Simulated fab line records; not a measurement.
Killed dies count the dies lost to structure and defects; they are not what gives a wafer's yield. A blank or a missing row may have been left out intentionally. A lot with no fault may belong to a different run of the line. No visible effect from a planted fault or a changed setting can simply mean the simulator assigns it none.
A lot that was struck, set against a sound lot ; flow nand harc ; 16 steps out of a route of 1302
Sound: wafers L400.3, L400.5, L400.6. Struck: wafers L413.2, L413.6. (L413.3 of the same lot was not struck and is left out.) The cause comes at the end.
For every step that has rows: the tool of each side, followed by ch and its chambers, followed by its first start. Under that, the readings that differ: sound wafers ; struck wafers ; difference of the means ; sigmas: that difference in standard deviations of wafers without a fault.
alike: same words and numbers on both sides, and readings whose means sit less than 2 such deviations apart. not compared: any withheld reading, any reading some wafer has no value for, any bound like >300 that may hide the same value, and any number with overlapping values for which the record gives no deviation.
Wherever a step has rows on one side only, a row that says differs or no value, or a row with sigmas, the two part there. Non-overlapping numbers with no deviation appear without sigmas and do not part them. A reading missing from all wafers of one side parts the sides only when that side holds two or more wafers.

first, 1 step without rows for these wafers: NHARC_A_DECK1_JOINT_SRD_15.
NHARC_A_DECK1_JOINT_DEP_16: deposits SiO2, target thk 45 nm.
  sound on pecvd-02 ch 1,2, day 12 19:56; struck on pecvd-02 ch 0, day 18 18:10
  alike: heater power w, throttle valve pct
NHARC_A_DECK1_JOINT_THK_MEAS_17: measures by ellipsometry.
  sound on film metro-02 at day 12 20:11; struck on film metro-02 at day 18 18:26
  alike: thk nm
NHARC_A_DECK1_JOINT_INSPECT_05:
  sound on defect inspect-01 at day 12 20:14; struck on defect inspect-01 at day 18 18:28
  alike: raw defect count
then, no rows for these wafers at 1 step: NHARC_A_ONON_D2_DEP_00 (target thk 1000 nm).
NHARC_A_ONON_D2_THK_MEAS_02: measures by ellipsometry.
  sound on film metro-01 at day 12 20:48; struck on film metro-01 at day 18 19:02
  alike: thk nm
then, no rows for these wafers at 1 step: NHARC_A_ONON_D2_DEP_03 (target thk 1000 nm).
NHARC_A_ONON_D2_THK_MEAS_05: measures by ellipsometry.
  sound on film metro-01 at day 12 21:22; struck on film metro-01 at day 18 19:37
  alike: thk nm
then, no rows for these wafers at 1 step: NHARC_A_ONON_D2_DEP_06 (target thk 1000 nm).
NHARC_A_ONON_D2_THK_MEAS_08: measures by ellipsometry.
  sound on film metro-02 at day 12 21:56; struck on film metro-01 at day 18 20:10
  alike: thk nm
then, no rows for these wafers at 1 step: NHARC_A_ONON_D2_DEP_09 (target thk 1000 nm).
NHARC_A_ONON_D2_THK_MEAS_11: measures by ellipsometry.
  sound on film metro-01 at day 12 22:30; struck on film metro-01 at day 18 20:44
  alike: thk nm
NHARC_A_ONON_D2_DEP_12: target thk 1000 nm.
  sound on pecvd onon-03 ch 0, day 12 22:41; struck on pecvd onon-01 ch 0, day 18 20:52
NHARC_A_ONON_D2_THK_MEAS_14: measures by ellipsometry.
  sound on film metro-02 at day 12 23:04; struck on film metro-01 at day 18 21:19
reading;sound;struck;difference;sigmas
thk nm (nm);994 994 994;523 523;-471;-39
then, 1 step without rows for these wafers: NHARC_A_ONON_D2_ANNEAL_15 (time 3600 s).
-- the record jumps here: 12 days lie between the struck wafers' starts before and after (it left off in module A_ONON_D2 and takes up again in module END, whose first step shown is number 1302 of the route) --
NHARC_END_SORT_01:
  only the struck wafers appear in the record here, on prober-01 ch 0 at day 30 14:55; the sound ones have no rows

== WHERE THEY PART ==
Earliest at NHARC_A_ONON_D2_THK_MEAS_14; latest, in this record, at NHARC_END_SORT_01.

WHY: what the simulator had put in
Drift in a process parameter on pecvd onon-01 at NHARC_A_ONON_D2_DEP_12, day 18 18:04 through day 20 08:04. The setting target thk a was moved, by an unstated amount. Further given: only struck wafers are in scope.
